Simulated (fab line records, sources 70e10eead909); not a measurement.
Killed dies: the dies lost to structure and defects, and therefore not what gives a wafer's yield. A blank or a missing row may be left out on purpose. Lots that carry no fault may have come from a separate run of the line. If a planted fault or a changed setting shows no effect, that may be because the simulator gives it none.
The tool behind it: which one? :: flow nand-harc :: Sampling: 13 lots, 37 wafers, 4 of 1302 route steps

WHAT THE GAUGES READ, wafer by wafer
NHARC_A_M1_INSPECT_27.
lot: L204
measured: day 23 23:05
on: defect-inspect-01
raw-defect-count: 683 775 607

lot: L205
measured: day 24 12:44
on: defect-inspect-02
raw-defect-count: 352 364 468

lot: L206
measured: day 25 17:22
on: defect-inspect-02
raw-defect-count: 470 449 409

lot: L209
measured: day 25 19:05
on: defect-inspect-02
raw-defect-count: 863 718 606

lot: L208
measured: day 26 04:17
on: defect-inspect-02
raw-defect-count: 737 713 627

lot: L212
measured: day 27 06:52
on: defect-inspect-02
raw-defect-count: 589

lot: L219
measured: day 30 13:47
on: defect-inspect-01
raw-defect-count: 630 536 695

lot: L218
measured: day 30 15:45
on: defect-inspect-02
raw-defect-count: 607 634 700

lot: L220
measured: day 30 20:50
on: defect-inspect-01
raw-defect-count: 1294 633 1070

lot: L221
measured: day 31 10:00
on: defect-inspect-02
raw-defect-count: 540 644 513

lot: L222
measured: day 31 15:15
on: defect-inspect-01
raw-defect-count: 563 472 585

lot: L223
measured: day 32 11:29
on: defect-inspect-01
raw-defect-count: 541 540 495

lot: L224
measured: day 32 23:05
on: defect-inspect-01
raw-defect-count: 515 465 444

NHARC_A_BONDPAD_CD_MEAS_13.
lot: L204
measured: day 24 01:33
on: cd-sem-03
cd-nm (nm): 498.7 499.1 500.5

lot: L205
measured: day 24 15:07
on: cd-sem-03
cd-nm (nm): 501.2 502.8 501.1

lot: L206
measured: day 25 20:01
on: cd-sem-01
cd-nm (nm): 498.6 495.5 497.6

lot: L209
measured: day 25 21:46
on: cd-sem-02
cd-nm (nm): 503.4 498.0 503.5

lot: L208
measured: day 26 06:44
on: cd-sem-03
cd-nm (nm): 499.2 500.9 498.0

lot: L212
measured: day 27 09:20
on: cd-sem-03
cd-nm (nm): 501.2

lot: L219
measured: day 30 16:06
on: cd-sem-01
cd-nm (nm): 496.7 498.9 497.4

lot: L218
measured: day 30 18:14
on: cd-sem-03
cd-nm (nm): 499.1 500.2 499.4

lot: L220
measured: day 30 23:22
on: cd-sem-03
cd-nm (nm): 497.2 498.7 496.8

lot: L221
measured: day 31 12:29
on: cd-sem-03
cd-nm (nm): 498.8 499.8 504.3

lot: L222
measured: day 31 17:44
on: cd-sem-03
cd-nm (nm): 495.8 497.4 495.1

lot: L223
measured: day 32 13:50
on: cd-sem-02
cd-nm (nm): 498.5 496.8 500.2

lot: L224
measured: day 33 01:46
on: cd-sem-03
cd-nm (nm): 500.8 500.4 496.6

WHICH TOOL RAN EACH LOT (tool, then ch and the chambers of the sampled wafers, then the start)
lot: L204
NHARC_A_BONDPAD_SOFTBAKE_04: litho-track-03 ch 0, day 24 00:00
NHARC_A_BONDPAD_DESCUM_11: rie-diel-13 ch 0,1,2, day 24 01:14

lot: L205
NHARC_A_BONDPAD_SOFTBAKE_04: litho-track-03 ch 0, day 24 14:00
NHARC_A_BONDPAD_DESCUM_11: rie-diel-13 ch 0,1, day 24 14:44

lot: L206
NHARC_A_BONDPAD_SOFTBAKE_04: litho-track-02 ch 0, day 25 19:00
NHARC_A_BONDPAD_DESCUM_11: rie-diel-12 ch 0,1, day 25 19:42

lot: L209
NHARC_A_BONDPAD_SOFTBAKE_04: litho-track-03 ch 0, day 25 20:00
NHARC_A_BONDPAD_DESCUM_11: rie-diel-12 ch 0,1,3, day 25 21:28

lot: L208
NHARC_A_BONDPAD_SOFTBAKE_04: litho-track-03 ch 0, day 26 05:00
NHARC_A_BONDPAD_DESCUM_11: rie-diel-12 ch 1,3, day 26 06:25

lot: L212
NHARC_A_BONDPAD_SOFTBAKE_04: litho-track-03 ch 0, day 27 08:00
NHARC_A_BONDPAD_DESCUM_11: rie-diel-01 ch 1, day 27 09:00

lot: L219
NHARC_A_BONDPAD_SOFTBAKE_04: litho-track-03 ch 0, day 30 15:00
NHARC_A_BONDPAD_DESCUM_11: rie-diel-01 ch 1,2,3, day 30 15:49

lot: L218
NHARC_A_BONDPAD_SOFTBAKE_04: litho-track-02 ch 0, day 30 17:00
NHARC_A_BONDPAD_DESCUM_11: rie-diel-01 ch 0,3, day 30 17:56

lot: L220
NHARC_A_BONDPAD_SOFTBAKE_04: litho-track-03 ch 0, day 30 22:00
NHARC_A_BONDPAD_DESCUM_11: rie-diel-12 ch 0,3, day 30 23:00

lot: L221
NHARC_A_BONDPAD_SOFTBAKE_04: litho-track-07 ch 0, day 31 11:00
NHARC_A_BONDPAD_DESCUM_11: rie-diel-01 ch 0,1,2, day 31 12:10

lot: L222
NHARC_A_BONDPAD_SOFTBAKE_04: litho-track-07 ch 0, day 31 16:00
NHARC_A_BONDPAD_DESCUM_11: rie-diel-12 ch 0,1, day 31 17:25

lot: L223
NHARC_A_BONDPAD_SOFTBAKE_04: litho-track-07 ch 0, day 32 12:00
NHARC_A_BONDPAD_DESCUM_11: rie-diel-13 ch 0,2,3, day 32 13:31

lot: L224
NHARC_A_BONDPAD_SOFTBAKE_04: litho-track-07 ch 0, day 33 00:00
NHARC_A_BONDPAD_DESCUM_11: rie-diel-01 ch 1,2, day 33 01:25
- NHARC_A_BONDPAD_SOFTBAKE_04: time 70 s.
- NHARC_A_BONDPAD_DESCUM_11: chemistry O2, time 3 s.

WHAT THE TOOLS THEMSELVES READ (means of the sampled wafers that have a number; where no wafer has one, the mark that the record gives instead)
NHARC_A_BONDPAD_SOFTBAKE_04.
lot: L204
tool: litho-track-03
heater-power-total-W (W): 200.3

lot: L205
tool: litho-track-03
heater-power-total-W (W): 201.2

lot: L206
tool: litho-track-02
heater-power-total-W (W): 200.6

lot: L209
tool: litho-track-03
heater-power-total-W (W): 200.0

lot: L208
tool: litho-track-03
heater-power-total-W (W): 201.0

lot: L212
tool: litho-track-03
heater-power-total-W (W): 205.9

lot: L219
tool: litho-track-03
heater-power-total-W (W): 199.8

lot: L218
tool: litho-track-02
heater-power-total-W (W): 202.5

lot: L220
tool: litho-track-03
heater-power-total-W (W): 199.8

lot: L221
tool: litho-track-07
heater-power-total-W (W): 201.0

lot: L222
tool: litho-track-07
heater-power-total-W (W): 201.4

lot: L223
tool: litho-track-07
heater-power-total-W (W): 201.8

lot: L224
tool: litho-track-07
heater-power-total-W (W): 200.6

NHARC_A_BONDPAD_DESCUM_11.
lot: L204
tool: rie-diel-13
drypump-motor-current-A (A): 5.5
oes-product-au (a.u.): 0.996
rf-vpp-V (V): 57.9
showerhead-plenum-p-Torr (Torr): 1.94
throttle-valve-pct (%): 11.322

lot: L205
tool: rie-diel-13
drypump-motor-current-A (A): 5.4
oes-product-au (a.u.): 0.994
rf-vpp-V (V): 58.7
showerhead-plenum-p-Torr (Torr): 1.99
throttle-valve-pct (%): 11.303

lot: L206
tool: rie-diel-12
drypump-motor-current-A (A): 5.6
oes-product-au (a.u.): 1.010
rf-vpp-V (V): 58.3
showerhead-plenum-p-Torr (Torr): 1.82
throttle-valve-pct (%): 11.326

lot: L209
tool: rie-diel-12
drypump-motor-current-A (A): 5.6
oes-product-au (a.u.): 0.996
rf-vpp-V (V): 57.9
showerhead-plenum-p-Torr (Torr): 1.86
throttle-valve-pct (%): 11.321

lot: L208
tool: rie-diel-12
drypump-motor-current-A (A): 5.7
oes-product-au (a.u.): 0.995
rf-vpp-V (V): 57.4
showerhead-plenum-p-Torr (Torr): 1.90
throttle-valve-pct (%): 11.319

lot: L212
tool: rie-diel-01
drypump-motor-current-A (A): 5.6
oes-product-au (a.u.): 1.014
rf-vpp-V (V): 57.8
showerhead-plenum-p-Torr (Torr): 1.96
throttle-valve-pct (%): 11.329

lot: L219
tool: rie-diel-01
drypump-motor-current-A (A): 5.7
oes-product-au (a.u.): 1.004
rf-vpp-V (V): 58.6
showerhead-plenum-p-Torr (Torr): 1.95
throttle-valve-pct (%): 11.311

lot: L218
tool: rie-diel-01
drypump-motor-current-A (A): 5.6
oes-product-au (a.u.): 0.986
rf-vpp-V (V): 57.9
showerhead-plenum-p-Torr (Torr): 1.96
throttle-valve-pct (%): 11.315

lot: L220
tool: rie-diel-12
drypump-motor-current-A (A): 5.5
oes-product-au (a.u.): 1.000
rf-vpp-V (V): 57.2
showerhead-plenum-p-Torr (Torr): 1.88
throttle-valve-pct (%): 11.316

lot: L221
tool: rie-diel-01
drypump-motor-current-A (A): 5.9
oes-product-au (a.u.): 1.009
rf-vpp-V (V): 57.9
showerhead-plenum-p-Torr (Torr): 1.97
throttle-valve-pct (%): 11.305

lot: L222
tool: rie-diel-12
drypump-motor-current-A (A): 5.4
oes-product-au (a.u.): 1.007
rf-vpp-V (V): 57.6
showerhead-plenum-p-Torr (Torr): 1.80
throttle-valve-pct (%): 11.310

lot: L223
tool: rie-diel-13
drypump-motor-current-A (A): 5.8
oes-product-au (a.u.): 0.993
rf-vpp-V (V): 57.2
showerhead-plenum-p-Torr (Torr): 1.89
throttle-valve-pct (%): 11.313

lot: L224
tool: rie-diel-01
drypump-motor-current-A (A): 5.8
oes-product-au (a.u.): 0.992
rf-vpp-V (V): 58.8
showerhead-plenum-p-Torr (Torr): 1.96
throttle-valve-pct (%): 11.306

THE ANSWER, worked out from the rows above alone
Rule: what is usual is taken from the lots themselves. The widest of any qualifying gaps counts: lots, ordered by their means at a reading, are off when they make up no more than a third of the lots, leave a main group of 4 or more, and stand apart from it by 3 or more times the standard deviation of that group's means. The tables above print the reading to a certain number of digits; a main group whose means all agree to those digits is not used. Also off: a lot with no number at a reading for which 4 or more lots have one. The other lots that the step has rows for count as sound. Order of review: gauges by route order, followed by the tools' own readings, for which a lot's mean as printed above is used. At the first step where some lot is off, the reading lying furthest off is the one used; lots without a number count as furthest.
Off at NHARC_A_BONDPAD_SOFTBAKE_04 (heater-power-total-W): L212. Main group: mean 200.8 W, sd 0.79.
A tool fits if, at that step or a process step before it, it ran every lot that is off, and no sound lot after the first of them. No candidate that was tried fits.

WHAT THE SIMULATOR HAD PUT IN
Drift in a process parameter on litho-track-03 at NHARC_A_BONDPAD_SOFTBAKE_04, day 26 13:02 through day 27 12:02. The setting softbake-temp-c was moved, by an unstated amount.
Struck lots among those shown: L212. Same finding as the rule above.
